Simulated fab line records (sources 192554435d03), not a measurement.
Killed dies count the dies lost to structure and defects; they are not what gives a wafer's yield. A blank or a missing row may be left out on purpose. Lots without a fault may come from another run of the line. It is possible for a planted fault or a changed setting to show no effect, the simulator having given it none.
Which tool did it? | flow n5_finfet | 9 lots with 27 wafers sampled at 5 steps, on a route of 1938 steps

## WHAT EACH GAUGE READ, for each wafer
N5_DUMMY_GATE_INSPECT_17: inspects for defects (brightfield). Usual: raw_defect_count reads 218 (standard deviation 64).
lot  | measured    | on                | raw_defect_count | flag
L213 | day 3 03:07 | defect_inspect-01 | 304 379 228      |
L216 | day 3 18:37 | defect_inspect-01 | 196 183 191      |
L217 | day 4 00:58 | defect_inspect-01 | 210 186 194      |
L219 | day 4 09:43 | defect_inspect-01 | 318 506 369      |
L221 | day 4 23:17 | defect_inspect-02 | 199 207 235      |
L225 | day 6 05:01 | defect_inspect-01 | 275 231 176      |
L233 | day 7 23:22 | defect_inspect-01 | 112 129 115      |
L234 | day 8 06:04 | defect_inspect-01 | 237 237 349      |
L235 | day 8 11:54 | defect_inspect-01 | 127 219 187      |

N5_BEOL_M4_RC_MEAS_101. Usual: DIBL_N 36.6 mV/V, standard deviation 1.9; DIBL_P 36.7 mV/V, standard deviation 2.2; IOFF_N 0.16 nA/um, standard deviation 0.035; IOFF_P 0.22 nA/um, standard deviation 0.038; ION_N 672 uA/um, standard deviation 14; ION_P 462 uA/um, standard deviation 8.3; SS_N 71.6 mV/dec, standard deviation 0.65; SS_P 73.5 mV/dec, standard deviation 0.72; VT_N 250 mV, standard deviation 3.5; VT_P -250 mV, standard deviation 3.1.
lot  | measured     | on        | DIBL_N (mV/V)  | DIBL_P (mV/V)  | IOFF_N (nA/um) | IOFF_P (nA/um) | ION_N (uA/um) | ION_P (uA/um) | SS_N (mV/dec)  | SS_P (mV/dec)  | VT_N (mV)   | VT_P (mV)      | flag
L213 | day 9 11:10  | prober-01 | 39.2 37.5 33.2 | 40.5 39.0 32.6 | 0.22 0.17 0.10 | 0.34 0.29 0.18 | 686 677 646   | 483 471 455   | 71.1 71.0 69.9 | 74.5 73.9 72.5 | 243 247 255 | -239 -244 -252 |
L216 | day 9 21:14  | prober-02 | 35.1 36.8 35.6 | 35.1 37.9 36.8 | 0.14 0.16 0.15 | 0.18 0.22 0.21 | 679 668 680   | 466 460 469   | 71.7 71.1 70.9 | 72.6 74.0 72.8 | 252 253 250 | -252 -251 -249 |
L217 | day 9 15:41  | prober-02 | 36.5 34.4 33.4 | 36.7 34.7 32.6 | 0.15 0.12 0.11 | 0.19 0.16 0.14 | 653 667 650   | 448 453 442   | 71.6 71.0 70.7 | 73.3 72.7 71.6 | 254 254 257 | -258 -257 -257 |
L219 | day 10 10:27 | prober-02 | 35.9 37.2 36.9 | 36.8 37.1 37.2 | 0.17 0.17 0.16 | 0.24 0.22 0.23 | 691 664 670   | 476 455 462   | 71.0 72.0 72.5 | 73.7 74.0 74.4 | 249 251 252 | -249 -249 -249 |
L221 | day 10 22:46 | prober-01 | 36.2 36.9 35.3 | 36.5 37.1 35.5 | 0.14 0.16 0.13 | 0.21 0.23 0.20 | 674 673 674   | 459 467 465   | 71.4 71.7 71.0 | 73.3 74.2 73.5 | 256 251 251 | -252 -245 -250 |
L225 | day 11 17:41 | prober-01 | 39.4 37.4 37.5 | 38.3 34.6 36.3 | 0.19 0.15 0.16 | 0.29 0.22 0.26 | 660 660 674   | 458 462 468   | 72.1 71.8 72.5 | 74.2 73.2 73.5 | 249 252 251 | -245 -248 -248 |
L233 | day 14 07:06 | prober-01 | 37.7 37.7 39.2 | 38.8 39.3 39.1 | 0.17 0.17 0.18 | 0.23 0.26 0.24 | 679 668 656   | 469 456 452   | 71.0 71.5 72.5 | 74.5 74.0 75.0 | 250 253 253 | -249 -247 -249 |
L234 | day 14 14:19 | prober-02 | 38.1 35.2 35.7 | 37.1 34.2 34.4 | 0.19 0.14 0.14 | 0.25 0.19 0.21 | 669 680 678   | 458 466 474   | 71.4 71.2 71.6 | 73.8 72.6 73.6 | 249 251 249 | -248 -250 -248 |
L235 | day 14 07:49 | prober-02 | 38.3 39.4 38.1 | 37.6 39.5 37.0 | 0.20 0.23 0.18 | 0.27 0.31 0.26 | 700 683 675   | 472 467 464   | 71.9 71.9 72.5 | 73.6 74.2 73.7 | 248 244 248 | -244 -243 -245 |

## EACH LOT AND THE TOOL THAT RAN IT (in order: tool; ch and the chambers of the sampled wafers; start)
lot  | N5_DUMMY_GATE_ETCH_29             | N5_DUMMY_GATE_ETCH_23           | N5_DUMMY_GATE_ETCH_42
L213 | rie_diel-01 ch 0,1, day 3 03:13   | rie_si-04 ch 0,2,3, day 3 03:51 | rie_diel-06 ch 2,3, day 3 04:04
L216 | rie_diel-01 ch 0,2,3, day 3 18:43 | rie_si-03 ch 0,2,3, day 3 19:22 | rie_diel-06 ch 2,3, day 3 19:35
L217 | rie_diel-01 ch 0,2,3, day 4 01:04 | rie_si-03 ch 1,3, day 4 01:42   | rie_diel-03 ch 1,2,3, day 4 01:55
L219 | rie_diel-03 ch 0,2, day 4 09:49   | rie_si-04 ch 0,3, day 4 10:28   | rie_diel-06 ch 0,1,3, day 4 10:41
L221 | rie_diel-01 ch 1,2, day 4 23:39   | rie_si-04 ch 1,2, day 5 00:20   | rie_diel-01 ch 0,1, day 5 00:32
L225 | rie_diel-06 ch 2,3, day 6 05:07   | rie_si-01 ch 1,3, day 6 05:52   | rie_diel-06 ch 0,2, day 6 06:16
L233 | rie_diel-01 ch 0,1,3, day 7 23:28 | rie_si-03 ch 0,1,2, day 8 00:20 | rie_diel-03 ch 0,1,2, day 8 00:55
L234 | rie_diel-03 ch 0,2, day 8 06:10   | rie_si-04 ch 1,2, day 8 06:47   | rie_diel-06 ch 0,2,3, day 8 07:18
L235 | rie_diel-03 ch 0,3, day 8 12:00   | rie_si-03 ch 1,2, day 8 12:40   | rie_diel-06 ch 1,2,3, day 8 13:08
- N5_DUMMY_GATE_ETCH_29: etches underlayer in N2/H2, target depth 13 nm.
- N5_DUMMY_GATE_ETCH_23: etches poly-Si in HBr/Cl2/O2, target depth 41 nm, time 22.3 s.
- N5_DUMMY_GATE_ETCH_42: etches SiO2 in CHF3/O2, target depth 3.5 nm, time 31 s.

## WHAT THE TOOLS THEMSELVES READ (means of the sampled wafers that have a number; where no wafer has one, the mark that the record gives instead)
N5_DUMMY_GATE_ETCH_29. Usual: for chamber_pressure_mTorr, 30.00 mTorr with a standard deviation of 0.032; for drypump_motor_current_A, 5.7 A with a standard deviation of 0.53; for oes_product_au, 0.80 a.u. with a standard deviation of 0.072; for rf_fwd_power_W, 831 W with a standard deviation of 3.9; for rf_vpp_V, 524.1 V with a standard deviation of 2.4; for showerhead_plenum_p_Torr, 2.55 Torr with a standard deviation of 0.081; for throttle_valve_pct, 17.86 % with a standard deviation of 0.26.
lot  | tool        | chamber_pressure_mTorr (mTorr) | drypump_motor_current_A (A) | oes_product_au (a.u.) | rf_fwd_power_W (W) | rf_vpp_V (V) | showerhead_plenum_p_Torr (Torr) | throttle_valve_pct (%) | flag
L213 | rie_diel-01 | 29.97                          | 5.9                         | 0.75                  | 832                | 521.7        | 2.48                            | 18.01                  |
L216 | rie_diel-01 | 30.00                          | 6.1                         | 0.84                  | 829                | 524.5        | 2.57                            | 17.69                  |
L217 | rie_diel-01 | 30.04                          | 6.1                         | 0.83                  | 828                | 525.2        | 2.57                            | 17.69                  |
L219 | rie_diel-03 | 30.02                          | 5.2                         | 0.79                  | 830                | 525.7        | 2.60                            | 17.95                  |
L221 | rie_diel-01 | 29.98                          | 5.8                         | 0.78                  | 827                | 524.8        | 2.60                            | 17.86                  |
L225 | rie_diel-06 | 30.00                          | 5.9                         | 0.76                  | 832                | 525.1        | 2.62                            | 17.80                  |
L233 | rie_diel-01 | 30.01                          | 6.0                         | 0.78                  | 829                | 522.3        | 2.48                            | 17.85                  |
L234 | rie_diel-03 | 30.00                          | 5.4                         | 0.88                  | 831                | 525.3        | 2.60                            | 17.80                  |
L235 | rie_diel-03 | 30.01                          | 5.0                         | 0.83                  | 836                | 522.3        | 2.50                            | 17.95                  |

N5_DUMMY_GATE_ETCH_23. Usual: chamber_pressure_mTorr 10.002 mTorr, standard deviation 0.0098; drypump_motor_current_A 5.9 A, standard deviation 0.56; mfc_cl2_sccm 79.97 sccm, standard deviation 0.24; oes_product_au 0.998 a.u., standard deviation 0.018; rf_fwd_power_W 793.9 W, standard deviation 3; throttle_valve_pct 37.2 %, standard deviation 0.35.
lot  | tool      | chamber_pressure_mTorr (mTorr) | drypump_motor_current_A (A) | mfc_cl2_sccm (sccm) | oes_product_au (a.u.) | rf_fwd_power_W (W) | throttle_valve_pct (%) | flag
L213 | rie_si-04 | 10.009                         | 6.2                         | 80.26               | 1.024                 | 791.5              | 37.1                   |
L216 | rie_si-03 | 9.998                          | 5.8                         | 79.97               | 0.988                 | 793.3              | 37.2                   |
L217 | rie_si-03 | 10.002                         | 6.5                         | 79.80               | 0.987                 | 795.5              | 37.5                   |
L219 | rie_si-04 | 10.000                         | 6.1                         | 79.95               | 1.015                 | 789.2              | 37.1                   |
L221 | rie_si-04 | 10.004                         | 6.1                         | 79.72               | 1.021                 | 792.3              | 37.4                   |
L225 | rie_si-01 | 10.000                         | 5.4                         | 79.90               | 0.990                 | 792.3              | 37.1                   |
L233 | rie_si-03 | 10.005                         | 5.8                         | 79.79               | 1.407                 | 792.2              | 37.1                   | OFF
L234 | rie_si-04 | 9.999                          | 6.2                         | 80.12               | 1.025                 | 793.7              | 37.1                   |
L235 | rie_si-03 | 10.016                         | 6.0                         | 80.13               | 1.429                 | 791.1              | 37.0                   | OFF

N5_DUMMY_GATE_ETCH_42. Usual: for chamber_pressure_mTorr, 30.000 mTorr with a standard deviation of 0.027; for drypump_motor_current_A, 5.6 A with a standard deviation of 0.55; for oes_product_au, 0.81 a.u. with a standard deviation of 0.085; for rf_fwd_power_W, 594.5 W with a standard deviation of 2.5; for rf_vpp_V, 42.7 V with a standard deviation of 0.88; for showerhead_plenum_p_Torr, 2.43 Torr with a standard deviation of 0.073; for throttle_valve_pct, 18.75 % with a standard deviation of 0.28.
lot  | tool        | chamber_pressure_mTorr (mTorr) | drypump_motor_current_A (A) | oes_product_au (a.u.) | rf_fwd_power_W (W) | rf_vpp_V (V) | showerhead_plenum_p_Torr (Torr) | throttle_valve_pct (%) | flag
L213 | rie_diel-06 | 30.042                         | 6.0                         | 0.78                  | 595.3              | 43.0         | 2.51                            | 18.72                  |
L216 | rie_diel-06 | 29.998                         | 6.0                         | 0.77                  | 597.1              | 42.2         | 2.50                            | 18.74                  |
L217 | rie_diel-03 | 29.997                         | 4.9                         | 0.83                  | 597.8              | 42.6         | 2.38                            | 18.79                  |
L219 | rie_diel-06 | 30.003                         | 5.9                         | 0.82                  | 593.9              | 42.4         | 2.46                            | 18.67                  |
L221 | rie_diel-01 | 30.001                         | 6.0                         | 0.73                  | 593.2              | 41.8         | 2.37                            | 18.89                  |
L225 | rie_diel-06 | 29.993                         | 6.2                         | 0.82                  | 593.4              | 42.9         | 2.51                            | 18.59                  |
L233 | rie_diel-03 | 29.980                         | 5.2                         | 0.86                  | 593.9              | 43.0         | 2.41                            | 18.77                  |
L234 | rie_diel-06 | 29.985                         | 6.2                         | 0.80                  | 594.6              | 42.4         | 2.46                            | 18.55                  |
L235 | rie_diel-06 | 30.004                         | 5.7                         | 0.81                  | 595.2              | 42.9         | 2.47                            | 18.81                  |

## THE ANSWER, worked out from the rows above alone
Rule: a lot is off if the mean of its wafers that have a number lies more than 3 standard deviations from the usual mean. Also off: a lot with no number at a reading for which 4 or more lots have one. Where the step has rows for the other lots, those lots are counted as sound. The gauges are gone through in route order, then the tools' own readings, and for those a lot's mean is taken as printed above. At the first step where some lot is off, the reading lying furthest off is the one used; lots without a number count as furthest.
Off at N5_DUMMY_GATE_ETCH_23 (oes_product_au): L233, L235.
If a tool, at that step or one of the process steps before it, ran each lot that is off and ran no sound lot following the first of them, it fits. One fits: N5_DUMMY_GATE_ETCH_23 on rie_si-03. A fault onset in the window from L217 (day 4 01:42, its last sound lot) to L233 (day 8 00:20, its first lot off) fits.
On the lots that are off, the tool's own readings at N5_DUMMY_GATE_ETCH_23 differ by more than 5 times the standard deviation of the sound lots' means, which bears it out; oes_product_au reads 1.418 a.u. there versus 1.007 a.u. on the sound lots.

## WHAT THE SIMULATOR PUT IN
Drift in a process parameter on rie_si-03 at N5_DUMMY_GATE_ETCH_23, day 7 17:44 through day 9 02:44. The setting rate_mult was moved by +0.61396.
Shown lots that were struck: L233, L235. The same result came from the rule above.
